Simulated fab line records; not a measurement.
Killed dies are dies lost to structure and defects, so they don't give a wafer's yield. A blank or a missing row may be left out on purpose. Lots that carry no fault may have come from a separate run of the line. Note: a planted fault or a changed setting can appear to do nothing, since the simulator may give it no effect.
Problem report, 8D (eight disciplines) form, completed by code    flow n5 finfet    the parts of the form that need people (team, actions taken, sign-off) are left out

1. WHAT WENT WRONG
At N5_BEOL_M10_ETCH_66, run length s averages 257.1 s over 4 wafers from 3 lots, while fault-free wafers read 203.0 s, standard deviation 0.45. That is +99 or more standard deviations from the usual mean.
The step: etches SOC in N2/H2, target depth 120 nm, overetch 24 nm, time 180 s.
Seen first at day 14 05:59 on rie diel-01, wafer L331.6. The record has a number at this step for 19 wafers belonging to 7 lots. Rule for "out" (also "out of limits"): further than 4 standard deviations from the usual mean. All remaining wafers that have a number are taken as sound.

2. WHAT IT IS; WHAT IT IS NOT
question                     is                              is not
which readings at this step  run length s                    bias w, drypump motor current A, rf vpp V, showerhead plenum p Torr, throttle valve pct
which lots                   L331, L336, L338                L322, L323, L339, L343
which wafers of those lots   L331.6, L336.4, L336.6, L338.6  L331.1, L338.1, L338.3
read on which tools          rie diel-01                     rie diel-05, rie diel-06
when                         from day 14 05:59               up to then (7 sound wafers); but 8 sound wafers of L338, L339, L343 came after

3. THE SUSPECTS, EACH WITH WHAT RULES IT OUT
Counting: a tool at a process step up to the reading stays a suspect if it ran every lot that is out. Sound lots after the first of them don't rule it out here, since some wafers of a struck lot are sound.
- rie diel-01 at N5_BEOL_M10_DESCUM_33 (chemistry O2, time 7.9 s): kept. It ran every lot that is out, first L331 (day 14 05:54); its last sound lot up to then is L322 (day 11 07:47).
- rie diel-01 at N5_BEOL_M10_ETCH_65 (etches SiARC in CF4, target depth 39 nm, time 65 s): kept. It ran every lot that is out, first L331 (day 14 05:56); its last sound lot up to then is L322 (day 11 07:49).
- rie diel-01 at N5_BEOL_M10_ETCH_66 (etches SOC in N2/H2, target depth 120 nm, overetch 24 nm, time 180 s): kept. It ran every lot that is out, first L331 (day 14 05:59); its last sound lot up to then is L322 (day 11 07:52). Out on those wafers are its own readings of run length s.
Left after counting: rie diel-01 at N5_BEOL_M10_DESCUM_33, rie diel-01 at N5_BEOL_M10_ETCH_65, rie diel-01 at N5_BEOL_M10_ETCH_66.

4. THE CAUSE (what the simulator had put in)
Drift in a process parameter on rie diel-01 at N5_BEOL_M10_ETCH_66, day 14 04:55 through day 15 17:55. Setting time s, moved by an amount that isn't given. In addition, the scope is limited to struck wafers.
Counting leaves 3 suspects; this tool is one of them.

5. SEQUENCE OF EFFECTS, ordered by route
Each row: a reading where the mean over the struck wafers with a number is more than 3 standard deviations away from the usual. Scope: only readings with a usual standard deviation given in the record; hours: median across lots of the time from each lot's start at the first step in this table that gives one to its start at this step; sigmas: change in usual standard deviations.
hours  step                 reading       usual    on struck wafers  change  sigmas
0      N5_BEOL_M10_ETCH_66  run length s  203.0 s  257.1             +54.1   +99 or more
The process steps in it:
- N5_BEOL_M10_ETCH_66: etches SOC in N2/H2, target depth 120 nm, overetch 24 nm, time 180 s.

6. WHAT WOULD HAVE CAUGHT IT SOONER
In this record the first reading out of limits was taken at day 14 05:59, 1 hour after the fault began at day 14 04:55.
